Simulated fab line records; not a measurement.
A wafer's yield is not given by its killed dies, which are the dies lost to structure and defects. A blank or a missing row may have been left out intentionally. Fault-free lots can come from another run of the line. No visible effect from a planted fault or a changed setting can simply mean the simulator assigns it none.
Which of the tools did it? ; flow n5Finfet ; 8 lots, 22 wafers sampled, at 3 steps of a route of 1938

## WHAT THE GAUGES SHOWED, per wafer
N5_BEOL_M15_RC_MEAS_101.
lot;measured;on;SERP_M7 (ohm/um)
L657;day 12 07:33;prober-01;13.8 14.3 13.6
L659;day 12 20:20;prober-01;13.6 14.5 13.9
L660;day 13 00:35;prober-02;14.2 14.0 13.5
L661;day 13 04:37;prober-02;13.5 13.0 13.7
L666;day 14 06:26;prober-01;17.8
L677;day 16 20:55;prober-01;14.7 13.7 13.7
L676;day 17 01:14;prober-02;12.7 13.6 14.5
L680;day 18 08:22;prober-01;14.7 13.2 14.1

## EACH LOT AND THE TOOL THAT RAN IT (in order: tool; ch and the chambers of the sampled wafers; start)
lot;N5_BEOL_M11_PECVD_70;N5_BEOL_M15_CMP_49
L657;pecvd-03 ch 1,2, day 10 20:38;cmp-04 ch 0,2,3, day 12 06:59
L659;pecvd-03 ch 0,1,2, day 11 04:35;cmp-02 ch 0,1,2, day 12 19:47
L660;pecvd-03 ch 0,1,2, day 11 11:43;cmp-03 ch 0,2,3, day 12 23:53
L661;pecvd-03 ch 0,1,2, day 11 21:05;cmp-02 ch 0,2,3, day 13 04:02
L666;pecvd-03 ch 2, day 12 17:31;cmp-03 ch 3, day 14 05:32
L677;pecvd-02 ch 0,1, day 15 06:37;cmp-03 ch 1,2, day 16 20:24
L676;pecvd-04 ch 0,1, day 15 08:09;cmp-04 ch 1,3, day 17 00:46
L680;pecvd-04 ch 0,1, day 16 17:58;cmp-03 ch 2,3, day 18 07:55
- N5_BEOL_M11_PECVD_70: deposits SiO2 from TEOS/O2, target thk 20 nm, time 22.7 s.
- N5_BEOL_M15_CMP_49: polishes, stops on SiO2, t overpolish 4.9 s, target thk 850 nm.

## THE ANSWER, worked out from the rows above alone
Rule: usual is defined by the lots themselves. The widest of any qualifying gaps counts: lots, ordered by their means at a reading, are off when they make up no more than a third of the lots, leave a main group of 4 or more, and stand apart from it by 3 or more times the standard deviation of that group's means. Not used: any main group whose means are identical at the precision the tables above print for the reading. A lot without any number at a reading at which 4 lots or more have one is off too. The other lots that the step has rows for count as sound.
Off: L666, at N5_BEOL_M15_RC_MEAS_101 (SERP_M7). The main group: mean 13.8 ohm/um, standard deviation 0.22.
If a tool, at a process step before that reading, ran all the lots that are off and no sound lot after the first of them, it fits. Gauges at N5_BEOL_M15_RC_MEAS_101: tried the same way as those tools. One candidate fits, namely pecvd-03 at N5_BEOL_M11_PECVD_70. Its last sound lot is L661 (day 11 21:05), its first lot that is off L666 (day 12 17:31): a fault that began between those two fits.

## WHAT THE SIMULATOR HAD INSERTED
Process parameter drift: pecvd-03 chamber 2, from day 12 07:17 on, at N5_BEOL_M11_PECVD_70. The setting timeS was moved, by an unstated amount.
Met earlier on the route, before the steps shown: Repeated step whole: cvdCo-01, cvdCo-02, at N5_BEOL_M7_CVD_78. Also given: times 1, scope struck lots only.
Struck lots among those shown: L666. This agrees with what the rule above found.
